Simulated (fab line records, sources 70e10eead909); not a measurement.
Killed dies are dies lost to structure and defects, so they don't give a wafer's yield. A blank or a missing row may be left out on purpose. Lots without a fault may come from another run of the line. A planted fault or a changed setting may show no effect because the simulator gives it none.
Which tool did it? | flow nand_harc | 12 lots, 36 wafers sampled, at 2 steps of a route of 1159

WHAT THE GAUGES READ, wafer by wafer
NHARC_P_M2_OVL_MEAS_10: pitch 340 nm.
lot  | measured     | on         | overlay_x_nm (nm)
L075 | day 6 14:28  | overlay-02 | 1.1 1.5 1.0
L077 | day 6 22:39  | overlay-02 | 1.1 1.4 0.9
L080 | day 7 16:47  | overlay-01 | 0.6 0.3 0.2
L081 | day 8 03:01  | overlay-01 | -1.0 -0.8 -0.6
L083 | day 8 11:08  | overlay-02 | 1.9 2.3 1.7
L087 | day 9 08:02  | overlay-01 | -0.2 0.5 0.4
L086 | day 9 09:59  | overlay-01 | -0.5 -0.7 -0.3
L088 | day 10 00:25 | overlay-02 | 0.5 0.2 0.6
L092 | day 10 15:51 | overlay-01 | -0.7 0.4 0.1
L093 | day 11 02:12 | overlay-02 | 0.0 0.1 0.1
L095 | day 11 05:40 | overlay-01 | -0.6 -0.6 -1.1
L096 | day 11 21:55 | overlay-02 | 0.3 0.2 0.1

WHICH TOOL RAN EACH LOT (tool, then ch and the chambers of the sampled wafers, then the start)
lot  | NHARC_P_M1_DEGAS_29
L075 | pvd_sputter-01, day 6 11:25
L077 | pvd_sputter-02, day 6 19:44
L080 | pvd_sputter-01, day 7 13:45
L081 | pvd_sputter-03, day 8 00:05
L083 | pvd_sputter-02, day 8 08:07
L087 | pvd_sputter-03, day 9 04:40
L086 | pvd_sputter-03, day 9 06:54
L088 | pvd_sputter-01, day 9 21:28
L092 | pvd_sputter-03, day 10 12:38
L093 | pvd_sputter-02, day 10 23:07
L095 | pvd_sputter-01, day 11 02:39
L096 | pvd_sputter-02, day 11 18:48
- NHARC_P_M1_DEGAS_29: time 60 s.

THE ANSWER, worked out from the rows above alone
Rule: what is usual is taken from the lots themselves. Put in order of their means at a reading, lots are off if they are a third of the lots or fewer, leave a main group of 4 or more, and stand apart from it by a gap of 3 or more times the standard deviation of the main group's means; of several such gaps the widest counts. A main group whose means are all the same, to the digits that the tables above print for the reading, isn't used. A lot without any number at a reading at which 4 lots or more have one is off too. The other lots that the step has rows for count as sound.
No lot is off at any reading shown: from this, nothing can be told.

WHAT THE SIMULATOR HAD PUT IN
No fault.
